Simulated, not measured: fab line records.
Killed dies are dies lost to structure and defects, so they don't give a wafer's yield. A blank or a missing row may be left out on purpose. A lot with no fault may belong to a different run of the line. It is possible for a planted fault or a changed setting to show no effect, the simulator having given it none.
fab line records    flow n5_finfet    part 1 of 2: steps 1 to 4 of 6
record: lots: 20  wafers: 60  last_day: 18
route steps=1938 shown BEOL_M9@1422 BEOL_M10@1470
lots untouched by any fault: they come from a run of this same line in which no faults occurred
start_h: start of the lot's first displayed wafer, in hours after the record's first day    wait_h: how many hours have passed since the lot's step before this one    " as in the row above    L1.1+2: a row that stands for several wafers    - either no value or no given start    * or withheld: withheld    < > ~ a bound
route shown NAME@n: names a module that has steps shown in the file, with the first one's number in the route    usual: mean and standard deviation over wafers with no fault    same: alike in all rows    chamber/n: place in a boat    sites: each site's reading    _std_site: their standard deviation    _edge_site: the outer-site mean with the inner-site mean subtracted    radius_mm: how far each site lies from the wafer's centre    mask NAME#n: copy n    behind: tool/chamber where the wafer was last shaped    hold: the reason the lot was held/the length of the hold in hours/how it ended    device: the transistor (n, p or np) that didn't switch    end of line: the route-end tests of the same wafers    a step with no rows: only its recipe    killed: the dies lost at the first sort to structure and to defects; this is not the yield of the wafer    map: shows each die of a wafer: x if killed, . if not, _ if none is there
set.NAME: the setting as run; set.NAME@STEP: as run at that earlier step    model.NAME: the simulator's own value behind a step, which no gauge read
steps of the route over a sample of lots; a table a step, a row a wafer
services: a tool's chamber out of use, with start hour (start_h, from the record's first day; less than 0 if before it), hours out, and reason
== steps ==
step: N5_BEOL_M9_HM_OPEN_17
recipe: chemistry: Cl2/BCl3  target_depth_a: 200  overetch_a: 60  target: TiN  mask_material: SOC  ion_energy_ev: 150  pressure_mtorr: 10  icp_w: 1000  bias_w: 126  Cl2_flow_sccm: 53.25  bcl3_flow_sccm: 21.75  Ar_flow_sccm: 25
usual: drypump_motor_current_A: 5.7/0.53  oes_product_au: 0.67/0.08  throttle_valve_pct: 22.33/0.21
lot.wafer  tool          chamber  start_h  wait_h  drypump_motor_current_A  oes_product_au  rf_hours_counter_h  throttle_valve_pct
L076.1     rie_metal-03  0        227.87   0.0     6.4                      0.59            87                  22.63
L076.3     "             0        "        "       6.4                      0.59            -                   22.63
L076.6     "             0        "        "       6.4                      0.59            -                   22.63
L077.1     rie_metal-01  1        240.65   0.0     5.8                      0.71            25                  22.53
L077.3     "             0        "        "       6.0                      0.76            -                   22.26
L077.6     "             1        "        "       5.8                      0.72            -                   22.53
L075.2     rie_metal-02  0        240.76   0.0     5.6                      0.53            118                 22.47
L075.4     "             1        "        "       4.9                      0.62            -                   22.31
L075.6     "             1        "        "       5.0                      0.61            -                   22.32
L078.3     rie_metal-01  1        260.92   0.1     5.8                      0.71            -                   22.53
L078.4     "             0        "        "       6.1                      0.74            -                   22.27
L078.5     "             1        "        "       5.9                      0.71            -                   22.53
L081.2     rie_metal-01  1        261.46   0.0     5.8                      0.71            27                  22.55
L081.3     "             0        "        "       6.1                      0.75            -                   22.26
L081.5     "             0        "        "       6.1                      0.75            -                   22.24
L074.1     rie_metal-02  1        261.68   0.0     5.0                      0.61            77                  22.34
L074.5     "             1        "        "       5.0                      0.61            -                   22.33
L074.6     "             0        "        "       5.6                      0.53            -                   22.47
L080.1     rie_metal-03  0        261.89   0.0     6.5                      0.59            91                  22.60
L080.3     "             0        "        "       6.4                      0.59            -                   22.61
L080.6     "             1        "        "       6.4                      0.73            -                   21.97
L082.1     rie_metal-01  1        265.15   0.0     5.8                      0.71            27                  22.50
L082.2     "             0        "        "       6.0                      0.75            11                  22.24
L082.4     "             0        "        "       6.0                      0.75            -                   22.24
L083.1     rie_metal-02  1        278.09   0.0     4.9                      0.60            78                  22.35
L083.2     "             1        "        "       5.0                      0.61            -                   22.36
L083.4     "             1        "        "       5.0                      0.60            -                   22.36
L084.1     rie_metal-02  1        278.34   0.0     5.0                      0.61            78                  22.34
L084.2     "             1        "        "       5.0                      0.61            -                   22.32
L084.6     "             1        "        "       5.0                      0.61            -                   22.32
L085.2     rie_metal-01  0        278.87   0.0     6.0                      0.75            12                  22.24
L085.3     "             0        "        "       6.0                      0.75            -                   22.26
L085.6     "             1        "        "       5.8                      0.71            -                   22.52
L086.1     rie_metal-03  1        301.15   0.0     6.4                      0.71            20                  21.98
L086.3     "             0        "        "       6.4                      0.58            -                   22.64
L086.6     "             1        "        "       6.4                      0.71            -                   21.98
L087.1     rie_metal-02  0        318.16   0.0     5.6                      0.82            3                   22.04
L087.3     "             1        "        "       5.0                      0.59            -                   22.36
L087.6     "             0        "        "       5.6                      0.82            -                   22.06
L090.1     rie_metal-02  0        330.81   0.0     5.6                      0.80            5                   22.06
L090.4     "             0        "        "       5.6                      0.80            -                   22.07
L090.5     "             0        "        "       5.6                      0.79            -                   22.06
L091.3     rie_metal-03  0        331.08   0.1     6.4                      0.57            -                   22.64
L091.5     "             0        "        "       6.5                      0.57            -                   22.64
L091.6     "             1        "        "       6.4                      0.71            -                   21.99
L092.3     rie_metal-02  1        331.25   0.1     5.0                      0.60            -                   22.34
L092.4     "             0        "        "       5.6                      0.80            -                   22.05
L092.6     "             0        "        "       5.6                      0.81            -                   22.03
L093.1     rie_metal-03  0        351.81   0.0     6.4                      0.57            99                  22.65
L093.2     "             1        "        "       6.4                      0.70            25                  21.99
L093.4     "             0        "        "       6.4                      0.57            -                   22.64
L094.1     rie_metal-02  0        363.17   0.0     5.6                      0.78            7                   22.05
L094.2     "             1        "        "       4.9                      0.60            86                  22.35
L094.5     "             1        "        "       4.9                      0.60            -                   22.37
L096.2     rie_metal-02  0        371.84   0.0     5.7                      0.78            8                   22.04
L096.3     "             0        "        "       5.6                      0.79            -                   22.06
L096.4     "             1        "        "       4.9                      0.60            -                   22.35
L097.2     rie_metal-02  1        372.14   0.0     5.0                      0.59            87                  22.37
L097.4     "             0        "        "       5.6                      0.78            -                   22.06
L097.5     "             0        "        "       5.6                      0.79            -                   22.05
step: N5_BEOL_M9_ETCH_65
recipe: chemistry: CF4  target: SiARC  target_depth_a: 156  mask_material: CAR-EUV  time_s: 26  ion_energy_ev: 80  pressure_mtorr: 40  source_w: 545  bias_w: 36  Ar_flow_sccm: 100  cf4_flow_sccm: 100  ends: cleared
usual: drypump_motor_current_A: 5.8/0.33  etch_rf_on_time_s: 26.3/0.84  oes_product_au: 0.69/0.076  rf_vpp_V: 184.4/1.1  showerhead_plenum_p_Torr: 2.18/0.07  throttle_valve_pct: 15.58/0.21
lot.wafer  tool         chamber  start_h  wait_h  drypump_motor_current_A  etch_rf_on_time_s  oes_product_au  rf_hours_counter_h  rf_vpp_V  showerhead_plenum_p_Torr  throttle_valve_pct
L076.1     rie_diel-02  1        231.81   0.0     5.9                      26.8               0.63            164                 184.1     2.14                      15.84
L076.3     "            3        "        "       5.9                      26.7               0.74            52                  186.5     2.18                      15.55
L076.6     "            0        "        "       6.5                      26.9               0.59            -                   183.9     2.03                      15.81
L075.2     rie_diel-04  3        243.83   0.0     5.4                      24.8               0.71            82                  183.7     2.18                      15.37
L075.4     "            1        "        "       5.8                      26.4               0.56            -                   184.5     2.11                      15.93
L075.6     "            2        "        "       5.4                      25.9               0.65            -                   184.3     2.25                      15.76
L077.1     rie_diel-02  2        243.89   0.0     5.2                      27.1               0.74            44                  184.3     2.18                      15.51
L077.3     "            1        "        "       5.9                      26.6               0.63            167                 184.3     2.14                      15.86
L077.6     "            0        "        "       6.5                      26.9               0.59            -                   182.8     2.03                      15.81
L078.3     rie_diel-06  0        261.71   0.0     5.9                      25.0               0.74            54                  184.0     2.19                      15.32
L078.4     "            3        "        "       5.9                      26.8               0.69            93                  183.6     2.07                      15.84
L078.5     "            0        "        "       5.9                      25.1               0.74            -                   185.0     2.19                      15.32
L081.2     rie_diel-02  0        263.24   0.0     6.5                      27.1               0.58            249                 182.8     2.03                      15.84
L081.3     "            3        "        "       5.9                      26.6               0.73            62                  184.9     2.18                      15.56
L081.5     "            1        "        "       5.9                      26.9               0.61            -                   184.7     2.13                      15.86
L080.1     rie_diel-06  0        263.30   0.0     5.9                      25.1               0.74            55                  184.3     2.19                      15.31
L080.3     "            3        "        "       5.9                      27.1               0.68            94                  183.7     2.07                      15.83
L080.6     "            1        "        "       6.0                      26.1               0.81            -                   186.3     2.27                      15.42
L074.1     rie_diel-06  0        263.73   0.0     5.8                      24.9               0.74            55                  183.7     2.19                      15.30
L074.5     "            2        "        "       6.0                      27.4               0.61            -                   185.5     2.22                      15.37
L074.6     "            1        "        "       5.9                      26.2               0.80            -                   184.5     2.27                      15.42
L082.1     rie_diel-06  3        265.94   0.0     5.9                      26.9               0.69            94                  182.0     2.07                      15.84
L082.2     "            1        "        "       5.9                      26.1               0.81            18                  185.4     2.27                      15.44
L082.4     "            0        "        "       5.9                      25.2               0.74            55                  184.9     2.19                      15.30
L083.1     rie_diel-04  3        280.58   0.0     5.4                      24.8               0.71            94                  183.8     2.17                      15.39
L083.2     "            2        "        "       5.3                      26.1               0.64            145                 185.7     2.25                      15.80
L083.4     "            1        "        "       5.8                      25.9               0.85            2                   182.7     2.11                      15.38
L084.1     rie_diel-02  3        280.69   0.0     5.9                      26.5               0.72            68                  183.5     2.18                      15.58
L084.2     "            2        "        "       5.2                      27.3               0.72            56                  184.0     2.17                      15.54
L084.6     "            1        "        "       5.9                      27.1               0.61            -                   184.7     2.13                      15.88
L085.2     rie_diel-04  0        281.00   0.0     6.3                      25.5               0.82            9                   185.0     2.27                      15.47
L085.3     "            2        "        "       5.4                      25.8               0.65            145                 184.8     2.25                      15.81
L085.6     "            2        "        "       5.4                      25.8               0.65            -                   185.1     2.25                      15.80
L086.1     rie_diel-04  0        303.32   0.0     6.3                      26.0               0.79            14                  184.6     2.27                      15.46
L086.3     "            3        "        "       5.4                      25.3               0.69            101                 183.3     2.17                      15.39
L086.6     "            2        "        "       5.4                      25.9               0.64            -                   184.5     2.24                      15.82
L087.1     rie_diel-02  2        320.14   0.0     5.3                      27.6               0.70            70                  184.7     2.17                      15.55
L087.3     "            1        "        "       5.9                      27.0               0.60            192                 184.6     2.13                      15.89
L087.6     "            2        "        "       5.2                      27.3               0.70            -                   183.9     2.17                      15.56
L090.1     rie_diel-06  1        335.39   0.0     5.9                      26.2               0.76            40                  185.8     2.26                      15.48
L090.4     "            0        "        "       5.9                      25.0               0.72            77                  184.5     2.18                      15.37
L090.5     "            1        "        "       6.0                      26.1               0.77            -                   185.8     2.27                      15.45
L091.3     rie_diel-04  3        335.43   0.0     5.4                      25.0               0.68            110                 184.1     2.17                      15.43
L091.5     "            1        "        "       5.8                      25.8               0.80            -                   183.8     2.11                      15.42
L091.6     "            2        "        "       5.4                      26.2               0.63            -                   186.3     2.24                      15.82
L092.3     rie_diel-06  1        335.81   0.0     5.9                      26.3               0.77            40                  184.9     2.26                      15.46
L092.4     "            2        "        "       5.9                      27.3               0.60            182                 184.1     2.21                      15.42
L092.6     "            2        "        "       5.9                      27.4               0.59            -                   184.9     2.21                      15.42
L093.1     rie_diel-06  2        354.77   0.0     5.9                      27.5               0.59            187                 184.5     2.21                      15.42
L093.2     "            0        "        "       5.9                      25.0               0.72            82                  184.2     2.18                      15.39
L093.4     "            3        "        "       5.9                      27.0               0.66            120                 181.5     2.06                      15.90
L094.1     rie_diel-06  0        364.95   0.0     5.8                      25.3               0.70            84                  182.9     2.18                      15.36
L094.2     "            2        "        "       6.0                      27.5               0.59            189                 185.0     2.21                      15.43
L094.5     "            3        "        "       5.9                      27.0               0.67            -                   182.8     2.06                      15.91
L096.2     rie_diel-04  3        374.18   0.0     5.4                      25.0               0.67            120                 183.7     2.16                      15.43
L096.3     "            0        "        "       6.3                      25.7               0.76            33                  185.6     2.26                      15.50
L096.4     "            1        "        "       5.7                      25.5               0.79            25                  182.3     2.10                      15.44
L097.2     rie_diel-06  0        374.34   0.0     5.9                      25.1               0.71            87                  183.2     2.18                      15.38
L097.4     "            2        "        "       5.9                      27.0               0.59            192                 183.1     2.21                      15.42
L097.5     "            1        "        "       6.0                      26.0               0.76            -                   183.7     2.26                      15.49
step: N5_BEOL_M9_STRIP_36
recipe: chemistry: N2/H2  power_w: 450  temp_c: 40  pressure_mtorr: 20  rf_frequency_hz: 6e+07  overash_fraction: 0.3  bias_power_w: 7  h2_frac: 0.5  n2_flow_sccm: 200  h2_flow_sccm: 200
usual: drypump_motor_current_A: 5.8/0.33  oes_product_au: 0.81/0.086  rf_vpp_V: 59.3/1.5  showerhead_plenum_p_Torr: 2.58/0.086  throttle_valve_pct: 23.7/0.33
lot.wafer  tool         chamber  start_h  wait_h  drypump_motor_current_A  oes_product_au  rf_hours_counter_h  rf_vpp_V  showerhead_plenum_p_Torr  throttle_valve_pct
L076.1     rie_diel-02  1        232.00   0.0     5.9                      0.73            164                 60.3      2.53                      24.2
L076.3     "            3        "        "       5.9                      0.87            52                  58.8      2.59                      23.6
L076.6     "            0        "        "       6.5                      0.70            -                   57.2      2.39                      23.8
L075.2     rie_diel-04  3        244.03   0.0     5.4                      0.82            82                  57.8      2.58                      23.7
L075.4     "            1        "        "       5.7                      0.66            -                   57.4      2.50                      24.1
L075.6     "            2        "        "       5.4                      0.76            -                   58.0      2.67                      23.7
L077.1     rie_diel-02  2        244.08   0.0     5.3                      0.89            44                  58.5      2.59                      23.8
L077.3     "            1        "        "       5.9                      0.73            167                 60.3      2.53                      24.2
L077.6     "            0        "        "       6.6                      0.69            -                   61.2      2.38                      23.8
L078.3     rie_diel-06  0        261.90   0.0     5.9                      0.85            54                  60.4      2.58                      23.2
L078.4     "            3        "        "       5.9                      0.81            93                  60.2      2.46                      24.4
L078.5     "            0        "        "       5.9                      0.87            -                   56.9      2.58                      23.2
L081.2     rie_diel-02  0        263.43   0.0     6.6                      0.70            249                 59.9      2.38                      23.8
L081.3     "            3        "        "       5.9                      0.86            62                  59.9      2.58                      23.6
L081.5     "            1        "        "       5.9                      0.72            -                   59.5      2.53                      24.2
L080.1     rie_diel-06  0        263.49   0.0     5.8                      0.88            55                  57.4      2.58                      23.2
L080.3     "            3        "        "       5.9                      0.80            94                  58.9      2.46                      24.4
L080.6     "            1        "        "       6.0                      0.95            -                   57.7      2.69                      23.7
L074.1     rie_diel-06  0        263.92   0.0     5.9                      0.85            55                  59.3      2.58                      23.1
L074.5     "            2        "        "       5.9                      0.74            -                   59.6      2.64                      23.5
L074.6     "            1        "        "       5.9                      0.94            -                   59.4      2.69                      23.6
L082.1     rie_diel-06  3        266.13   0.0     5.9                      0.81            94                  56.9      2.46                      24.4
L082.2     "            1        "        "       6.0                      0.95            18                  61.1      2.69                      23.6
L082.4     "            0        "        "       5.9                      0.85            56                  59.2      2.58                      23.1
L083.1     rie_diel-04  3        280.77   0.0     5.4                      0.81            94                  60.2      2.57                      23.7
L083.2     "            2        "        "       5.4                      0.76            145                 61.2      2.66                      23.7
L083.4     "            1        "        "       5.8                      1.00            2                   60.7      2.50                      23.6
L084.1     rie_diel-02  3        280.88   0.0     6.0                      0.86            68                  59.0      2.58                      23.6
L084.2     "            2        "        "       5.3                      0.86            56                  60.2      2.58                      23.8
L084.6     "            1        "        "       5.9                      0.73            -                   57.7      2.53                      24.2
L085.2     rie_diel-04  0        281.19   0.0     6.3                      0.96            9                   61.4      2.72                      23.7
L085.3     "            2        "        "       5.4                      0.74            145                 59.2      2.66                      23.7
L085.6     "            2        "        "       5.4                      0.74            -                   60.7      2.66                      23.8
L086.1     rie_diel-04  0        303.51   0.0     6.3                      0.93            14                  58.6      2.71                      23.8
L086.3     "            3        "        "       5.5                      0.80            101                 62.5      2.57                      23.7
L086.6     "            2        "        "       5.4                      0.74            -                   60.4      2.66                      23.7
L087.1     rie_diel-02  2        320.33   0.0     5.2                      0.83            70                  60.7      2.58                      23.8
L087.3     "            1        "        "       5.9                      0.72            192                 58.9      2.52                      24.2
L087.6     "            2        "        "       5.2                      0.84            -                   59.5      2.58                      23.8
L090.1     rie_diel-06  1        335.58   0.0     5.9                      0.89            40                  59.1      2.68                      23.7
L090.4     "            0        "        "       5.9                      0.83            77                  57.7      2.57                      23.2
L090.5     "            1        "        "       6.0                      0.89            -                   57.8      2.68                      23.7
L091.3     rie_diel-04  3        335.62   0.0     5.4                      0.79            110                 60.6      2.57                      23.7
L091.5     "            1        "        "       5.8                      0.94            -                   60.6      2.49                      23.6
L091.6     "            2        "        "       5.4                      0.74            -                   58.4      2.66                      23.7
L092.3     rie_diel-06  1        336.00   0.0     5.9                      0.89            40                  56.6      2.68                      23.7
L092.4     "            2        "        "       5.9                      0.71            182                 57.8      2.63                      23.5
L092.6     "            2        "        "       5.9                      0.72            -                   59.3      2.63                      23.5
L093.1     rie_diel-06  2        354.96   0.0     5.9                      0.71            187                 59.6      2.63                      23.5
L093.2     "            0        "        "       5.9                      0.82            82                  60.0      2.56                      23.2
L093.4     "            3        "        "       5.9                      0.79            120                 59.8      2.45                      24.4
L094.1     rie_diel-06  0        365.14   0.0     5.9                      0.82            84                  55.6      2.56                      23.2
L094.2     "            2        "        "       5.9                      0.71            190                 60.8      2.63                      23.5
L094.5     "            3        "        "       5.9                      0.78            -                   59.3      2.45                      24.4
L096.2     rie_diel-04  3        374.37   0.0     5.4                      0.78            120                 57.7      2.56                      23.8
L096.3     "            0        "        "       6.3                      0.90            33                  59.3      2.71                      23.8
L096.4     "            1        "        "       5.8                      0.90            25                  56.9      2.49                      23.6
L097.2     rie_diel-06  0        374.53   0.0     5.8                      0.81            87                  57.8      2.56                      23.2
L097.4     "            2        "        "       5.9                      0.70            192                 57.5      2.63                      23.5
L097.5     "            1        "        "       6.0                      0.86            -                   60.1      2.68                      23.7
step: N5_BEOL_M9_TRENCH_ETCH_37
recipe: chemistry: C4F6/O2  target_depth_a: 1514.3  target: SiCOH_lowk  time_s: 49  ion_energy_ev: 250  pressure_mtorr: 30  source_w: 345  bias_w: 185  Ar_flow_sccm: 300  C4F6_flow_sccm: 10  O2_flow_sccm: 10
usual: drypump_motor_current_A: 5.8/0.33  oes_product_au: 0.81/0.089  rf_vpp_V: 670/12  showerhead_plenum_p_Torr: 2.90/0.088  throttle_valve_pct: 20.93/0.24
lot.wafer  tool         chamber  start_h  wait_h  drypump_motor_current_A  oes_product_au  rf_hours_counter_h  rf_vpp_V  showerhead_plenum_p_Torr  throttle_valve_pct
L076.1     rie_diel-02  1        -        -       5.9                      0.73            164                 675       2.84                      21.19
L076.3     "            3        "        "       5.9                      0.87            52                  643       2.91                      20.95
L076.6     "            0        "        "       6.5                      0.68            -                   668       2.70                      21.08
L075.2     rie_diel-04  3        -        -       5.4                      0.83            82                  665       2.90                      20.75
L075.4     "            1        "        "       5.8                      0.66            -                   650       2.82                      21.27
L075.6     "            2        "        "       5.4                      0.76            -                   691       2.99                      21.12
L077.1     rie_diel-02  2        -        -       5.3                      0.88            44                  676       2.90                      20.93
L077.3     "            1        "        "       5.9                      0.72            167                 673       2.84                      21.19
L077.6     "            0        "        "       6.5                      0.69            -                   669       2.70                      21.07
L078.3     rie_diel-06  0        -        -       5.9                      0.87            54                  663       2.90                      20.64
L078.4     "            3        "        "       5.9                      0.81            93                  675       2.77                      21.34
L078.5     "            0        "        "       5.9                      0.86            -                   662       2.90                      20.64
L081.2     rie_diel-02  0        -        -       6.5                      0.68            249                 668       2.69                      21.08
L081.3     "            3        "        "       5.9                      0.85            62                  643       2.91                      20.96
L081.5     "            1        "        "       5.9                      0.72            -                   674       2.84                      21.21
L080.1     rie_diel-06  0        -        -       5.9                      0.86            55                  662       2.90                      20.63
L080.3     "            3        "        "       5.8                      0.81            94                  674       2.77                      21.34
L080.6     "            1        "        "       5.9                      0.93            -                   676       3.01                      20.77
L074.1     rie_diel-06  0        -        -       5.9                      0.85            55                  662       2.90                      20.63
L074.5     "            2        "        "       6.0                      0.71            -                   667       2.94                      20.61
L074.6     "            1        "        "       5.9                      0.94            -                   676       3.01                      20.76
L082.1     rie_diel-06  3        -        -       5.8                      0.80            94                  675       2.77                      21.34
L082.2     "            1        "        "       6.0                      0.93            18                  676       3.01                      20.74
L082.4     "            0        "        "       5.8                      0.85            56                  662       2.90                      20.63
L083.1     rie_diel-04  3        -        -       5.4                      0.81            95                  665       2.89                      20.77
L083.2     "            2        "        "       5.4                      0.75            145                 691       2.98                      21.14
L083.4     "            1        "        "       5.8                      1.00            2                   651       2.81                      20.83
L084.1     rie_diel-02  3        -        -       5.9                      0.84            69                  643       2.90                      20.96
L084.2     "            2        "        "       5.2                      0.85            56                  675       2.90                      20.94
L084.6     "            1        "        "       5.9                      0.72            -                   675       2.84                      21.22
L085.2     rie_diel-04  0        -        -       6.4                      0.96            9                   690       3.02                      20.85
L085.3     "            2        "        "       5.4                      0.76            145                 690       2.98                      21.11
L085.6     "            2        "        "       5.4                      0.76            -                   690       2.98                      21.12
L086.1     rie_diel-04  0        -        -       6.3                      0.94            15                  690       3.02                      20.85
L086.3     "            3        "        "       5.4                      0.80            101                 665       2.89                      20.79
L086.6     "            2        "        "       5.4                      0.75            -                   690       2.98                      21.14
L087.1     rie_diel-02  2        -        -       5.3                      0.84            70                  674       2.89                      20.97
L087.3     "            1        "        "       5.9                      0.71            192                 673       2.83                      21.23
L087.6     "            2        "        "       5.3                      0.84            -                   675       2.89                      20.97
L090.1     rie_diel-06  1        -        -       6.0                      0.90            40                  677       3.00                      20.79
L090.4     "            0        "        "       5.9                      0.83            77                  661       2.89                      20.68
L090.5     "            1        "        "       6.0                      0.90            -                   675       3.00                      20.80
L091.3     rie_diel-04  3        -        -       5.4                      0.80            110                 664       2.89                      20.81
L091.5     "            1        "        "       5.8                      0.93            -                   649       2.81                      20.84
L091.6     "            2        "        "       5.4                      0.74            -                   689       2.97                      21.16
L092.3     rie_diel-06  1        -        -       5.9                      0.90            40                  674       3.00                      20.79
L092.4     "            2        "        "       5.9                      0.69            182                 667       2.93                      20.64
L092.6     "            2        "        "       5.9                      0.70            -                   667       2.93                      20.64
L093.1     rie_diel-06  2        -        -       5.9                      0.70            187                 667       2.93                      20.63
L093.2     "            0        "        "       5.9                      0.83            82                  661       2.89                      20.69
L093.4     "            3        "        "       5.9                      0.78            120                 674       2.75                      21.41
L094.1     rie_diel-06  0        -        -       5.9                      0.82            84                  661       2.89                      20.67
L094.2     "            2        "        "       5.9                      0.69            190                 667       2.93                      20.65
L094.5     "            3        "        "       5.9                      0.79            -                   675       2.75                      21.39
L096.2     rie_diel-04  3        -        -       5.4                      0.78            121                 663       2.88                      20.82
L096.3     "            0        "        "       6.3                      0.90            33                  690       3.01                      20.90
L096.4     "            1        "        "       5.8                      0.91            26                  651       2.80                      20.86
L097.2     rie_diel-06  0        -        -       5.9                      0.82            87                  662       2.89                      20.70
L097.4     "            2        "        "       6.0                      0.69            192                 666       2.93                      20.64
L097.5     "            1        "        "       5.9                      0.88            -                   675       3.00                      20.81
